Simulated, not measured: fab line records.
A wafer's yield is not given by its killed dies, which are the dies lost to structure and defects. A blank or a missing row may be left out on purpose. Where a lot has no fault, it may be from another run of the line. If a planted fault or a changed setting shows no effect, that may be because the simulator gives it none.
Split-lot trial ; flow n5 finfet ; 21 wafers read across 7 lots, on a route 1938 steps long

## THE SPLIT ITSELF
At N5_DUMMY_GATE_CVD_03 (deposits a-Si from SiH4, target thk 150 nm, time 8042 s), the setting temp c was moved away from the recipe's 530 C on 12 of the 21 wafers read, by -4.3% to +4.0%. All remaining wafers had this setting at the recipe value.

The reading is taken at the split's own step.

## THE READING
a-Si_of_DUMMY_GATE_CVD_03.thk nm (the simulator's own value, which no gauge read), in nm, at N5_DUMMY_GATE_CVD_03 (deposits a-Si from SiH4, target thk 150 nm, time 8042 s). No usual value for it is given in the file. Average 151.3 nm, standard deviation 0.91 nm, over the 9 wafers here run with the recipe.

wafer;tool, chamber at the split;temp c as run, C;against the recipe;a-Si_of_DUMMY_GATE_CVD_03.thk nm, nm;against lot-mates on the recipe
L084.3;-, -;507.1;-4.3%;77;no lot-mate on the recipe
L084.4;-, -;507.1;-4.3%;74.6;no lot-mate on the recipe
L084.5;-, -;507.1;-4.3%;76.2;no lot-mate on the recipe
L086.3;-, -;530;recipe;152.8;-
L086.5;-, -;530;recipe;151.8;-
L086.6;-, -;530;recipe;152.4;-
L089.1;-, -;551;+4.0%;268.8;no lot-mate on the recipe
L089.2;-, -;551;+4.0%;270.6;no lot-mate on the recipe
L089.6;-, -;551;+4.0%;269.4;no lot-mate on the recipe
L090.3;-, -;517.5;-2.4%;104.2;no lot-mate on the recipe
L090.4;-, -;517.5;-2.4%;104.8;no lot-mate on the recipe
L090.6;-, -;517.5;-2.4%;105;no lot-mate on the recipe
L091.3;-, -;530;recipe;152;-
L091.4;-, -;530;recipe;151.2;-
L091.6;-, -;530;recipe;150.6;-
L094.1;lpcvd-01, 1/65;530;recipe;150.4;-
L094.2;lpcvd-01, 1/70;530;recipe;150.8;-
L094.5;lpcvd-01, 1/84;530;recipe;150;-
L097.1;-, -;524;-1.1%;127.6;no lot-mate on the recipe
L097.2;-, -;524;-1.1%;127.2;no lot-mate on the recipe
L097.6;-, -;524;-1.1%;128.4;no lot-mate on the recipe

FIT RESULTS
A straight line over all 21 wafers: a-Si_of_DUMMY_GATE_CVD_03.thk nm changes by +23.4 nm for each +1% of temp c; r = +0.98; the points scatter about the line by 12 nm.
Too few moved wafers with a lot-mate on the recipe to fit a line net of each lot's own level.

## THE FILE'S OWN FIT
a-Si_of_DUMMY_GATE_CVD_03.thk nm changes by +23.4 nm for each +1% of temp c, r = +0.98.
